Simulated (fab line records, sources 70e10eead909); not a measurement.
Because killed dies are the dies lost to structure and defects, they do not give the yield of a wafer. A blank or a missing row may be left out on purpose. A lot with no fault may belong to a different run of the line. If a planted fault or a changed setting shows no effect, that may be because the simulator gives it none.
fab line records -- flow nand_harc -- part 2 of 2: steps 5 to 6 of 6
record lots=23, wafers=69, last_day=34
route steps=1302 shown A_STAIRCASE@752
lots with no fault: from the same line, run without faults
start_h: hours from the record's opening day to when the first of the lot's shown wafers began -- wait_h: hours since the lot's step before -- " same as the row above -- L1.1+2: several wafers, shown together as one row -- - value missing, or start not given -- * or withheld: withheld -- < > ~ a bound
route shown NAME@n: names a module that has steps shown in the file, with the first one's number in the route -- usual: mean/standard deviation of fault-free wafers -- same: alike in all rows -- chamber/n: place in a boat -- sites: readings site by site -- _std_site: the values' standard deviation -- _edge_site: outer sites' mean less inner sites' -- radius_mm: how far each site lies from the wafer's centre -- mask NAME#n: copy n -- behind: the last tool/chamber to shape the wafer -- hold: cause of the lot's hold/its duration in hours/its outcome -- device: which transistor (n, p or np) failed to switch -- end of line: the tests these same wafers got at the end of their route -- a step given without rows: its recipe and nothing more -- killed: the dies lost at the first sort to structure and to defects; this is not the yield of the wafer -- map: shows each die of a wafer: x if killed, . if not, _ if none is there
set.NAME: setting as actually run; set.NAME@STEP: the setting as run at that earlier step -- model.NAME: the simulator's own value behind a step, which no gauge read
route steps across a sampled set of lots; one table per step, one row per wafer
services: the hour from which a tool's chamber was out of use, counted from the record's first day as start_h (under 0 if before that day), plus the number of hours and why
## steps
# step NHARC_A_STAIRCASE_ETCH_452
# recipe target_depth_a=300, overetch_a=30, time_s=16.5, ion_energy_ev=100, cf4_flow_sccm=80, o2_flow_sccm=20, ar_flow_sccm=0, rf_w=300, bias_w=100, chemistry=CF4/O2
# usual drypump_motor_current_A=5.8/0.5, oes_product_au=1.002/0.0065, rf_vpp_V=197.4/1.5, showerhead_plenum_p_Torr=1.31/0.066, throttle_valve_pct=13.397/0.0089
lot.wafer,tool,chamber,start_h,wait_h,drypump_motor_current_A,oes_product_au,rf_hours_counter_h,rf_vpp_V,showerhead_plenum_p_Torr,throttle_valve_pct
L074.4,rie_diel-09,3,-,-,6.4,1.003,13,197.9,1.34,13.407
L074.6,rie_diel-09,0,-,-,6.0,1.000,-,195.4,1.26,13.395
L074.5,rie_diel-09,1,-,-,4.7,0.999,-,199.1,1.35,13.414
L076.2,rie_diel-01,2,-,-,5.8,1.011,1,200.3,1.43,13.392
L076.4,rie_diel-01,3,-,-,5.9,0.996,1,196.8,1.27,13.395
L076.5,rie_diel-01,3,-,-,5.8,1.000,-,196.9,1.27,13.388
L075.2,rie_diel-06,0,-,-,5.2,1.000,26,197.3,1.26,13.384
L075.3,rie_diel-06,1,-,-,6.3,0.993,28,196.5,1.28,13.372
L075.5,rie_diel-06,3,-,-,5.7,0.996,-,196.1,1.26,13.404
L078.4,rie_diel-06,0,-,-,5.2,0.998,33,195.5,1.26,13.404
L078.1,rie_diel-06,1,-,-,6.3,0.993,37,195.7,1.28,13.406
L078.3,rie_diel-06,2,-,-,6.2,1.001,35,198.8,1.41,13.404
L080.1,rie_diel-09,3,-,-,6.4,0.998,28,198.8,1.34,13.406
L080.3,rie_diel-09,2,-,-,6.2,0.990,28,200.7,1.44,13.397
L080.5,rie_diel-09,3,-,-,6.4,0.997,-,197.2,1.34,13.404
L079.1,rie_diel-01,2,-,-,5.7,1.012,12,200.2,1.43,13.418
L079.2,rie_diel-01,3,-,-,5.9,1.002,12,196.6,1.26,13.394
L079.4,rie_diel-01,0,-,-,5.4,0.995,15,197.2,1.31,13.397
L082.3,rie_diel-06,0,-,-,5.2,0.997,42,197.0,1.26,13.403
L082.1,rie_diel-06,3,-,-,5.7,1.001,42,195.5,1.26,13.412
L082.6,rie_diel-06,1,-,-,6.3,0.995,-,197.7,1.27,13.393
L081.1,rie_diel-06,0,-,-,5.2,1.005,44,196.3,1.26,13.399
L081.3,rie_diel-06,1,-,-,6.3,0.996,46,196.8,1.27,13.406
L081.4,rie_diel-06,3,-,-,5.6,1.004,43,197.0,1.26,13.389
L083.1,rie_diel-09,2,-,-,6.1,1.008,41,200.7,1.44,13.399
L083.4,rie_diel-09,1,-,-,4.7,1.007,45,198.2,1.34,13.387
L083.6,rie_diel-09,2,-,-,6.1,1.008,-,200.5,1.44,13.413
L085.1,rie_diel-06,0,-,-,5.2,0.997,55,195.5,1.26,13.397
L085.3,rie_diel-06,2,-,-,6.2,1.005,57,199.7,1.41,13.394
L085.2,rie_diel-06,3,-,-,5.7,1.007,55,196.3,1.25,13.391
L084.2,rie_diel-06,2,-,-,6.2,1.002,58,198.5,1.41,13.388
L084.6,rie_diel-06,0,-,-,5.2,0.996,-,197.0,1.26,13.389
L084.5,rie_diel-06,1,-,-,6.3,1.004,-,196.4,1.27,13.400
L086.4,rie_diel-06,0,-,-,5.2,1.003,0,196.4,1.26,13.399
L086.3,rie_diel-06,1,-,-,6.3,1.012,0,195.3,1.27,13.387
L086.6,rie_diel-06,1,-,-,6.3,0.990,-,197.2,1.27,13.415
L087.2,rie_diel-06,3,-,-,5.6,1.011,8,197.1,1.25,13.393
L087.5,rie_diel-06,0,-,-,5.2,1.021,-,196.5,1.26,13.399
L087.6,rie_diel-06,1,-,-,6.3,1.007,-,196.7,1.27,13.395
L088.2,rie_diel-06,0,-,-,5.2,1.008,8,196.6,1.26,13.393
L088.4,rie_diel-06,3,-,-,5.6,1.007,13,195.8,1.25,13.399
L088.5,rie_diel-06,1,-,-,6.3,0.992,-,197.2,1.27,13.391
L089.4,rie_diel-01,1,-,-,5.5,1.000,45,196.8,1.33,13.400
L089.2,rie_diel-01,2,-,-,5.8,1.006,38,200.6,1.42,13.392
L089.5,rie_diel-01,0,-,-,5.4,1.009,-,197.0,1.30,13.402
L090.4,rie_diel-06,2,-,-,6.2,1.004,21,198.0,1.40,13.393
L090.3,rie_diel-06,3,-,-,5.7,1.003,19,195.8,1.25,13.397
L090.6,rie_diel-06,1,-,-,6.3,1.005,-,197.2,1.27,13.403
L092.2,rie_diel-06,2,-,-,6.1,1.009,23,199.9,1.40,13.381
L092.4,rie_diel-06,0,-,-,5.2,1.007,15,197.5,1.25,13.426
L092.6,rie_diel-06,1,-,-,6.3,1.003,-,196.9,1.27,13.391
L091.3,rie_diel-09,2,-,-,6.2,1.002,13,199.2,1.43,13.395
L091.4,rie_diel-09,3,-,-,6.5,1.015,14,197.0,1.33,13.393
L091.6,rie_diel-09,1,-,-,4.7,1.015,-,198.8,1.34,13.396
L093.2,rie_diel-06,1,561.65,0.1,6.3,1.009,24,195.8,1.27,13.403
L093.6,rie_diel-06,2,561.65,0.1,6.1,0.999,-,199.8,1.40,13.395
L093.5,rie_diel-06,3,561.65,0.1,5.6,0.994,-,195.8,1.25,13.390
L094.2,rie_diel-06,3,-,-,5.6,1.011,28,196.1,1.25,13.402
L094.4,rie_diel-06,2,-,-,6.2,1.001,30,199.8,1.40,13.396
L094.6,rie_diel-06,3,-,-,5.7,1.004,-,193.5,1.25,13.410
L095.2,rie_diel-06,2,-,-,6.1,1.004,33,199.1,1.40,13.402
L095.4,rie_diel-06,0,-,-,5.2,0.994,25,195.8,1.25,13.400
L095.6,rie_diel-06,2,-,-,6.1,0.994,-,199.0,1.40,13.404
L097.4,rie_diel-01,1,-,-,5.5,0.994,15,196.8,1.32,13.403
L097.2,rie_diel-01,2,-,-,5.7,0.994,14,200.1,1.42,13.386
L097.6,rie_diel-01,0,-,-,5.4,1.001,-,197.4,1.30,13.409
L096.1,rie_diel-09,0,-,-,6.0,1.010,38,196.5,1.24,13.402
L096.3,rie_diel-09,1,-,-,4.7,1.011,41,198.5,1.33,13.390
L096.2,rie_diel-09,3,-,-,6.5,1.013,38,196.6,1.33,13.396
# step NHARC_A_STAIRCASE_STRIP_316
# recipe o2_flow_sccm=500, ar_flow_sccm=0, bias_w=0, chemistry=O2
# usual drypump_motor_current_A=5.8/0.52, oes_product_au=1.001/0.007, rf_vpp_V=57.6/0.91, showerhead_plenum_p_Torr=3.49/0.17, throttle_valve_pct=17.037/0.0084
lot.wafer,tool,chamber,start_h,wait_h,drypump_motor_current_A,oes_product_au,rf_hours_counter_h,rf_vpp_V,showerhead_plenum_p_Torr,throttle_valve_pct
L074.4,rie_diel-06,0,-,-,5.2,1.001,25,57.0,3.35,17.053
L074.5,rie_diel-06,2,-,-,6.2,0.998,-,57.2,3.72,17.034
L074.6,rie_diel-06,3,-,-,5.7,1.012,-,58.8,3.34,17.042
L076.2,rie_diel-09,0,-,-,6.0,1.001,24,56.9,3.32,17.041
L076.4,rie_diel-09,1,-,-,4.7,1.003,25,57.4,3.56,17.046
L076.5,rie_diel-09,3,-,-,6.4,0.993,-,58.2,3.55,17.041
L075.3,rie_diel-09,0,-,-,6.0,0.993,25,57.5,3.32,17.031
L075.2,rie_diel-09,2,-,-,6.2,1.012,23,57.7,3.79,17.042
L075.5,rie_diel-09,0,-,-,6.0,0.997,-,55.8,3.32,17.045
L078.1,rie_diel-01,2,-,-,5.7,1.010,11,58.8,3.77,17.042
L078.3,rie_diel-01,3,-,-,5.9,0.997,12,58.0,3.35,17.019
L078.4,rie_diel-01,0,-,-,5.4,1.000,15,57.8,3.46,17.029
L080.3,rie_diel-09,3,-,-,6.4,0.996,29,57.2,3.54,17.044
L080.1,rie_diel-09,0,-,-,6.0,0.986,32,57.8,3.32,17.035
L080.5,rie_diel-09,1,-,-,4.7,1.003,-,57.6,3.56,17.033
L079.2,rie_diel-06,3,-,-,5.7,1.004,34,56.3,3.34,17.041
L079.4,rie_diel-06,0,-,-,5.2,1.012,35,57.3,3.34,17.037
L079.1,rie_diel-06,2,-,-,6.2,0.992,39,59.6,3.72,17.053
L082.3,rie_diel-09,1,-,-,4.7,1.007,43,58.1,3.55,17.025
L082.1,rie_diel-09,2,-,-,6.2,1.011,39,58.4,3.79,17.050
L082.6,rie_diel-09,0,-,-,6.0,0.991,-,56.2,3.31,17.046
L081.3,rie_diel-01,1,-,-,5.4,1.005,24,57.4,3.52,17.039
L081.1,rie_diel-01,2,-,-,5.7,1.007,24,58.9,3.76,17.039
L081.4,rie_diel-01,3,-,-,5.9,0.999,25,56.0,3.34,17.051
L083.1,rie_diel-06,1,-,-,6.3,1.009,51,57.5,3.37,17.047
L083.4,rie_diel-06,2,-,-,6.2,0.999,49,57.5,3.71,17.045
L083.6,rie_diel-06,1,-,-,6.3,1.005,-,56.1,3.37,17.028
L085.3,rie_diel-09,0,-,-,6.1,0.994,49,58.2,3.31,17.030
L085.2,rie_diel-09,2,-,-,6.2,1.001,47,59.3,3.78,17.048
L085.1,rie_diel-09,3,-,-,6.5,1.002,45,57.1,3.53,17.032
L084.2,rie_diel-01,3,-,-,5.9,1.009,31,57.0,3.34,17.034
L084.6,rie_diel-01,0,-,-,5.4,1.003,-,57.0,3.45,17.050
L084.5,rie_diel-01,1,-,-,5.4,1.004,-,57.8,3.52,17.054
L086.4,rie_diel-06,2,-,-,6.2,1.005,7,58.6,3.70,17.036
L086.3,rie_diel-06,3,-,-,5.7,1.018,7,58.0,3.32,17.026
L086.6,rie_diel-06,1,-,-,6.3,0.996,-,57.3,3.36,17.035
L087.2,rie_diel-09,2,-,-,6.1,1.002,1,58.5,3.78,17.041
L087.5,rie_diel-09,0,-,-,6.0,0.993,-,57.9,3.31,17.045
L087.6,rie_diel-09,1,-,-,4.7,1.006,-,56.4,3.55,17.044
L088.4,rie_diel-06,2,-,-,6.2,1.007,15,57.2,3.70,17.031
L088.2,rie_diel-06,1,-,-,6.3,1.003,13,57.8,3.36,17.046
L088.5,rie_diel-06,3,-,-,5.7,1.010,-,56.2,3.32,17.043
L089.4,rie_diel-06,1,-,-,6.3,1.006,18,57.2,3.36,17.047
L089.2,rie_diel-06,3,-,-,5.7,1.006,17,56.0,3.31,17.041
L089.5,rie_diel-06,0,-,-,5.3,0.997,-,58.1,3.33,17.058
L090.4,rie_diel-09,1,-,-,4.7,1.004,11,57.4,3.54,17.037
L090.3,rie_diel-09,2,-,-,6.1,0.998,10,58.6,3.77,17.034
L090.6,rie_diel-09,2,-,-,6.1,0.994,-,58.6,3.77,17.052
L092.2,rie_diel-06,3,562.81,-,5.7,1.006,24,57.2,3.31,17.025
L092.4,rie_diel-06,0,562.81,-,5.3,0.998,17,58.2,3.32,17.033
L092.6,rie_diel-06,2,562.81,-,6.1,0.995,-,58.8,3.69,17.040
L091.4,rie_diel-09,3,-,-,6.5,1.005,19,57.8,3.52,17.040
L091.3,rie_diel-09,0,-,-,6.0,1.005,21,57.8,3.30,17.033
L091.6,rie_diel-09,3,-,-,6.5,1.000,-,57.9,3.52,17.037
L093.2,rie_diel-09,1,-,-,4.7,0.999,26,57.9,3.53,17.033
L093.5,rie_diel-09,2,-,-,6.2,1.003,-,56.6,3.77,17.026
L093.6,rie_diel-09,3,-,-,6.4,1.000,-,58.5,3.52,17.006
L094.2,rie_diel-01,0,-,-,5.4,1.005,3,57.4,3.43,17.044
L094.4,rie_diel-01,1,-,-,5.4,0.997,3,59.3,3.50,17.044
L094.6,rie_diel-01,3,-,-,5.9,1.007,-,57.6,3.32,17.044
L095.4,rie_diel-06,3,-,-,5.6,1.010,34,56.7,3.31,17.031
L095.2,rie_diel-06,0,-,-,5.3,0.991,28,58.6,3.32,17.041
L095.6,rie_diel-06,3,-,-,5.7,1.002,-,57.1,3.31,17.043
L097.2,rie_diel-06,0,-,-,5.2,0.998,37,57.6,3.31,17.024
L097.4,rie_diel-06,1,-,-,6.3,0.993,42,57.2,3.35,17.043
L097.6,rie_diel-06,0,-,-,5.2,0.993,-,56.2,3.31,17.021
L096.1,rie_diel-01,0,-,-,5.4,1.008,17,57.8,3.43,17.016
L096.2,rie_diel-01,1,-,-,5.4,0.997,20,57.5,3.49,17.021
L096.3,rie_diel-01,2,-,-,5.7,0.998,20,57.6,3.74,17.037
## services
tool,chamber,start_h,hours,kind
rie_diel-09,2,364.38,10.6,repair
pecvd-03,-,366.13,13.0,pm
rie_diel-01,0,374.13,15.2,repair
rie_diel-01,-,384.07,9.0,pm
rie_diel-09,3,384.61,4.6,repair
pecvd-03,2,386.81,4.3,repair
rie_diel-06,0,420.24,6.2,repair
rie_diel-09,0,421.94,3.4,repair
plasma_asher-02,-,426.04,9.0,pm
pecvd-03,1,432.49,1.8,repair
rie_diel-01,1,440.03,2.8,repair
plasma_asher-01,-,459.23,1.2,repair
rie_diel-01,3,476.54,5.0,repair
rie_diel-01,2,484.32,20.3,repair
rie_diel-06,-,485.02,9.0,pm
pecvd-03,-,499.17,0.6,repair
rie_diel-09,-,499.71,9.0,pm
plasma_asher-01,-,519.00,9.0,pm
rie_diel-06,0,545.26,7.5,repair
pecvd-03,-,547.14,13.0,pm
rie_diel-01,-,561.14,9.0,pm
plasma_asher-01,-,578.13,0.7,repair
plasma_asher-02,-,603.04,9.0,pm
rie_diel-01,3,618.65,3.9,repair
